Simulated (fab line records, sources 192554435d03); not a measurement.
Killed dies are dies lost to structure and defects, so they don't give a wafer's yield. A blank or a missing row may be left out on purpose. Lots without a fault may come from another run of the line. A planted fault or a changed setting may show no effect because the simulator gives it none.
Chamber matching | flow n5_finfet | N5_BEOL_M6_ETCH_66 on rie_diel-06: 4 sister chambers
The step etches SOC in N2/H2, target depth 80 nm, overetch 16 nm, time 120 s. 7 wafers are shown with their chamber, then 6 later ones without.

WAFERS WITH THEIR CHAMBER
wafer  | chamber | drypump_motor_current_A (A) | oes_product_au (a.u.)
L928.1 | 3       | 6.8                         | 0.53
L935.1 | 2       | 6.1                         | 0.51
L935.6 | 0       | 5.9                         | 0.55
L936.1 | 2       | 6.2                         | 0.52
L936.6 | 0       | 5.9                         | 0.55
L937.2 | 1       | 5.2                         | 0.51
L937.4 | 1       | 5.2                         | 0.52

WAFERS WITHOUT THEIR CHAMBER
wafer  | drypump_motor_current_A (A) | oes_product_au (a.u.)
L943.2 | 6.3                         | 0.71
L943.6 | 5.2                         | 0.46
L945.5 | 6.8                         | 0.62
L945.6 | 5.9                         | 0.48
L946.5 | 5.9                         | 0.48
L946.6 | 6.2                         | 0.64

WHICH CHAMBER EACH WENT THROUGH
wafer  | from the rows above | in truth
L943.2 | 0                   | 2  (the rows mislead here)
L943.6 | 1                   | 1
L945.5 | 3                   | 3
L945.6 | 2                   | 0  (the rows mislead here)
L946.5 | 2                   | 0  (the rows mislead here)
L946.6 | 0                   | 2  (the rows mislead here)
Placed correctly: 2 of 6. Can't be placed from these rows: 0. Placed wrongly: 4.
How it was worked out, from the rows above alone: a wafer's distance from a chamber is the root of the sum, over the readings, of the square of ((its reading less the chamber's mean) divided by the reading's scatter). The wafer belongs to the nearest chamber; if the next one is less than 2 further off, it can't be placed. A chamber's mean is the mean of its shown wafers. The scatter: the root of (the sum of the squares of (reading less its chamber's mean) over the shown wafers, divided by (wafers less chambers)).
